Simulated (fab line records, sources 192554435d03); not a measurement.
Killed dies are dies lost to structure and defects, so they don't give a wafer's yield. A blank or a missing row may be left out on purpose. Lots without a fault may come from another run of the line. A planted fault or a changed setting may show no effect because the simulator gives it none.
Split-lot experiment | flow n5_finfet | 7 lots, 21 wafers read, on a route of 1938 steps

THE SPLIT
At N5_HKMG_FIN_PEB_47 (peb time 60 s), the setting peb_time_s was moved away from the recipe's 60 s on 4 of the 21 wafers read, by -21.9% to -11.4%. The other wafers ran this setting at the recipe's value.

FROM THE SPLIT TO THE READING: what the file shows between them, 1 step
- N5_HKMG_FIN_DEVELOP_48: develop time 30 s

THE READING
cd_nm, in nm, at N5_HKMG_FIN_CD_MEAS_49 (target cd 202 nm). Fault-free wafers of this fab line usually give 202.2 nm, standard deviation 0.71 nm.

wafer  | tool, chamber at the split | peb_time_s as run, s | against the recipe | cd_nm, nm | against lot-mates on the recipe
L076.1 | litho_track-05, 0          | 46.86                | -21.9%             | 194.0     | -7.7
L076.4 | litho_track-05, 0          | 60                   | recipe             | 201.7     | -
L076.5 | litho_track-05, 0          | 46.86                | -21.9%             | 194.6     | -7.1
L077.1 | litho_track-01, 0          | 60                   | recipe             | 203.1     | -
L077.2 | litho_track-01, 0          | 52.04                | -13.3%             | 196.5     | -6.0
L077.4 | litho_track-01, 0          | 60                   | recipe             | 201.9     | -
L079.3 | litho_track-01, 0          | 60                   | recipe             | 201.5     | -
L079.4 | litho_track-01, 0          | 60                   | recipe             | 202.7     | -
L079.5 | litho_track-01, 0          | 60                   | recipe             | 202.1     | -
L089.2 | litho_track-05, 0          | 60                   | recipe             | 202.8     | -
L089.3 | litho_track-05, 0          | 60                   | recipe             | 202.6     | -
L089.6 | litho_track-05, 0          | 60                   | recipe             | 202.8     | -
L090.1 | litho_track-03, 0          | 60                   | recipe             | 201.7     | -
L090.4 | litho_track-03, 0          | 60                   | recipe             | 202.5     | -
L090.5 | litho_track-03, 0          | 53.18                | -11.4%             | 198.3     | -3.8
L091.3 | litho_track-05, 0          | 60                   | recipe             | 202.4     | -
L091.5 | litho_track-05, 0          | 60                   | recipe             | 203.1     | -
L091.6 | litho_track-05, 0          | 60                   | recipe             | 203.4     | -
L093.1 | litho_track-03, 0          | 60                   | recipe             | 203.4     | -
L093.2 | litho_track-03, 0          | 60                   | recipe             | 201.9     | -
L093.3 | litho_track-03, 0          | 60                   | recipe             | 201.3     | -

THE FIT
A straight line over all 21 wafers: cd_nm changes by +0.379 nm for each +1% of peb_time_s; r = +0.97; the points scatter about the line by 0.65 nm.
The same after taking each lot's own level away (the mean of its wafers on the recipe; 21 wafers): +0.352 nm for each +1%; r = +0.97; scatter 0.6 nm.
On that fit, the largest move of peb_time_s shifts the reading by 7.7 nm.
The lots' own levels span 201.70 to 202.97 nm, that is 1.8 times the standard deviation above.
So the lot-to-lot level changes the slope little: the two slopes agree.
Check: with one of the wafers moved furthest among these (-21.9%) left out of the fit, the line predicts -7.76 nm for it against its lot-mates. It came out at -7.7 nm against them.

OTHER SPLITS ON THESE WAFERS
These wafers also went through other splits before the reading. Each is held against what the fit with the lots' levels taken away leaves over:
other split on the same wafers   | wafers away from the commonest value | r with cd_nm (lot level and that fit taken away)
N5_SD_EPI_P_EXPOSE_06 dose_mj    | 8                                    | -0.02
N5_HKMG_FIN_HK_ALD_01 ald_cycles | 9                                    | -0.02

THE WHOLE CHAIN: every reading that the file lists as answering this split, in the file's order
step                   | what it does                                           | reading                                                                | change (the file's fit)               | r (the file's)
N5_HKMG_FIN_CD_MEAS_49 | target cd 202 nm                                       | cd_nm                                                                  | +0.364 nm for each +1% of the setting | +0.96
N5_HKMG_FIN_ETCH_54    | etches SiARC in CF4, target depth 45.5 nm, time 75.8 s | HKMG_FIN.cd_offset_nm (the simulator's own value, which no gauge read) | +0.363 nm for each +1% of the setting | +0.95
N5_HKMG_FIN_ETCH_55    | etches SOC in N2/H2, target depth 240 nm, time 300 s   | HKMG_FIN.cd_offset_nm (the simulator's own value, which no gauge read) | +0.378 nm for each +1% of the setting | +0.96

THE FILE'S OWN FIT
cd_nm changes by +0.364 nm for each +1% of peb_time_s, r = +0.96.
